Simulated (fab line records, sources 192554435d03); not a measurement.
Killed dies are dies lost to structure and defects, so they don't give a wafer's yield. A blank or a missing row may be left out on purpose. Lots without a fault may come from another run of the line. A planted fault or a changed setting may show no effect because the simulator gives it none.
Chamber matching | flow n5_finfet | N5_GATE_CUT_CMP_43 on cmp-02: 4 sister chambers
The step polishes SiO2. 7 wafers are shown with their chamber, then 9 later ones without.

WAFERS WITH THEIR CHAMBER
wafer  | chamber | motor_current_A (A)
L075.5 | 1       | 10.8
L084.6 | 0       | 12.5
L085.4 | 0       | 13.9
L085.5 | 3       | 12.1
L088.1 | 2       | 12.7
L088.4 | 3       | 11.7
L088.6 | 2       | 12.5

WAFERS WITHOUT THEIR CHAMBER
wafer  | motor_current_A (A)
L089.1 | 11.2
L089.2 | 13.3
L089.3 | 11.1
L095.2 | 11.1
L095.3 | 11.6
L095.4 | 12.5
L092.4 | 12.0
L092.5 | 13.3
L092.6 | 11.0

WHICH CHAMBER EACH WENT THROUGH
wafer  | from the rows above               | in truth
L089.1 | can't be placed: 1 or 3 or 2      | 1
L089.2 | can't be placed: 0 or 2           | 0
L089.3 | can't be placed: 1 or 3           | 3
L095.2 | can't be placed: 1 or 3           | 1
L095.3 | can't be placed: 3 or 1 or 2      | 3
L095.4 | can't be placed: 2 or 3 or 0      | 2
L092.4 | can't be placed: 3 or 2 or 0 or 1 | 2
L092.5 | can't be placed: 0 or 2           | 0
L092.6 | can't be placed: 1 or 3           | 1
Placed correctly: 0 of 9. Can't be placed from these rows: 9 (the true chamber is among the candidates in 9). Placed wrongly: 0.
How it was worked out, from the rows above alone: a wafer's distance from a chamber is the root of the sum, over the readings, of the square of ((its reading less the chamber's mean) divided by the reading's scatter). The wafer belongs to the nearest chamber; if the next one is less than 2 further off, it can't be placed. A chamber's mean is the mean of its shown wafers. The scatter: the root of (the sum of the squares of (reading less its chamber's mean) over the shown wafers, divided by (wafers less chambers)).
